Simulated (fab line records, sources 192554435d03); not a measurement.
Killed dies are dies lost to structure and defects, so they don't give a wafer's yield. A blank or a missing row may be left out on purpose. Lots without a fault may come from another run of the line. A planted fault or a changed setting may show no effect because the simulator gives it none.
Chamber matching | flow n5_finfet | N5_BEOL_M1_ALD_84 on ald_metal-02: 4 sister chambers
The step deposits TaN, pulse time 2 s, purge time 3 s, co reactant purge time 2 s. 22 wafers are shown with their chamber, then 11 later ones without.

WAFERS WITH THEIR CHAMBER
wafer  | chamber | heater_power_w (W) | heater_power_outer_w (W) | mfc_carrier_sccm (sccm)
L074.1 | 3       | 357                | 197                      | 1501
L074.4 | 1       | 438                | 251                      | 1502
L074.5 | 0       | 410                | 221                      | 1504
L077.1 | 1       | 438                | 252                      | 1505
L077.2 | 3       | 365                | 200                      | 1500
L077.4 | 0       | 409                | 229                      | 1502
L078.1 | 2       | 410                | 237                      | 1495
L078.4 | 0       | 409                | 234                      | 1499
L078.6 | 2       | 407                | 229                      | 1502
L079.1 | 3       | 365                | 206                      | 1496
L079.3 | 0       | 413                | 228                      | 1495
L079.6 | 2       | 405                | 231                      | 1496
L082.3 | 1       | 425                | 246                      | 1490
L082.4 | 2       | 406                | 224                      | 1504
L082.5 | 3       | 355                | 195                      | 1494
L085.2 | 3       | 354                | 195                      | 1496
L085.5 | 2       | 404                | 227                      | 1496
L085.6 | 3       | 357                | 197                      | 1495
L086.1 | 1       | 432                | 248                      | 1495
L086.3 | 2       | 410                | 226                      | 1499
L086.5 | 3       | 360                | 200                      | 1497
L087.1 | 0       | 404                | 231                      | 1503

SIGNATURES (means of the wafers above)
reading              | chamber 0 | chamber 1 | chamber 2 | chamber 3 | scatter within a chamber
heater_power_w       | 409.00    | 433.25    | 407.00    | 359.00    | 4.15
heater_power_outer_w | 228.60    | 249.25    | 229.00    | 198.57    | 4.16
mfc_carrier_sccm     | 1500.60   | 1498.00   | 1498.67   | 1497.00   | 4.07
Rule: a wafer's distance from a chamber is the root of the sum, over the readings, of the square of ((its reading less the chamber's mean) divided by the reading's scatter). The wafer belongs to the nearest chamber; if the next one is less than 2 further off, it can't be placed. The scatter: the root of (the sum of the squares of (reading less its chamber's mean) over the shown wafers, divided by (wafers less chambers)).

WAFERS WITHOUT THEIR CHAMBER
wafer  | heater_power_w (W) | heater_power_outer_w (W) | mfc_carrier_sccm (sccm)
L087.5 | 362                | 202                      | 1494
L087.6 | 398                | 223                      | 1506
L088.1 | 431                | 253                      | 1494
L088.3 | 359                | 201                      | 1508
L088.4 | 408                | 219                      | 1502
L094.1 | 429                | 252                      | 1508
L094.5 | 435                | 258                      | 1508
L094.6 | 416                | 222                      | 1504
L095.2 | 360                | 203                      | 1500
L095.3 | 403                | 224                      | 1497
L095.4 | 410                | 235                      | 1498

WHICH CHAMBER EACH WENT THROUGH
wafer  | from the rows above     | in truth
L087.5 | 3                       | 3
L087.6 | can't be placed: 2 or 0 | 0
L088.1 | 1                       | 1
L088.3 | 3                       | 3
L088.4 | can't be placed: 0 or 2 | 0
L094.1 | 1                       | 1
L094.5 | 1                       | 1
L094.6 | can't be placed: 0 or 2 | 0
L095.2 | 3                       | 3
L095.3 | can't be placed: 2 or 0 | 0
L095.4 | can't be placed: 2 or 0 | 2
Placed correctly: 6 of 11. Can't be placed from these rows: 5 (the true chamber is among the candidates in 5). Placed wrongly: 0.
